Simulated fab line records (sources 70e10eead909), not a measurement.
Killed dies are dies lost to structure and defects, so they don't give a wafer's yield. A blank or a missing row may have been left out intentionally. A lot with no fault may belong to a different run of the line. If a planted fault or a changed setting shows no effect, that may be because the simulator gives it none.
Chamber matching ; flow nand harc ; rie diel-11 running NHARC_A_STAIRCASE_ETCH_271: 4 sister chambers
The step etches the open film in CF4/CHF3. 4 wafers are shown with their chamber, then 9 later ones without.

== WAFERS PAIRED WITH THEIR CHAMBERS ==
wafer;chamber;showerhead plenum p Torr (Torr)
L081.4;0;1.67
L088.2;1;1.60
L090.5;3;1.61
L090.6;2;1.50

== WAFERS WHOSE CHAMBER IS MISSING ==
wafer;showerhead plenum p Torr (Torr)
L091.3;1.59
L091.4;1.66
L091.5;1.61
L092.3;1.50
L092.4;1.61
L092.5;1.66
L097.1;1.66
L097.3;1.59
L097.5;1.59

== WHICH CHAMBER EACH ONE RAN IN ==
wafer;from the rows above;in truth
L091.3;can't be placed: 1 or 3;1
L091.4;0;0
L091.5;can't be placed: 3 or 1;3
L092.3;2;2
L092.4;can't be placed: 3 or 1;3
L092.5;0;0
L097.1;0;0
L097.3;can't be placed: 1 or 3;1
L097.5;can't be placed: 1 or 3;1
4 of 9 placed correctly. From these rows, 5 cannot be placed; in 5 the true chamber is one of the candidates. Placed wrongly: 0.
How it was worked out, from the rows above alone: a wafer's distance from a chamber is the root of the sum, over the readings, of the square of ((its reading less the chamber's mean) divided by the reading's scatter). If the next closest chamber is less than 2 further off than the closest, the wafer can't be placed; otherwise it belongs to the closest. For every chamber, the mean is computed from those of its wafers that are shown. The scatter: with one shown wafer a chamber, the root of the mean of the squares of how far each hidden wafer lies from its nearest shown one.
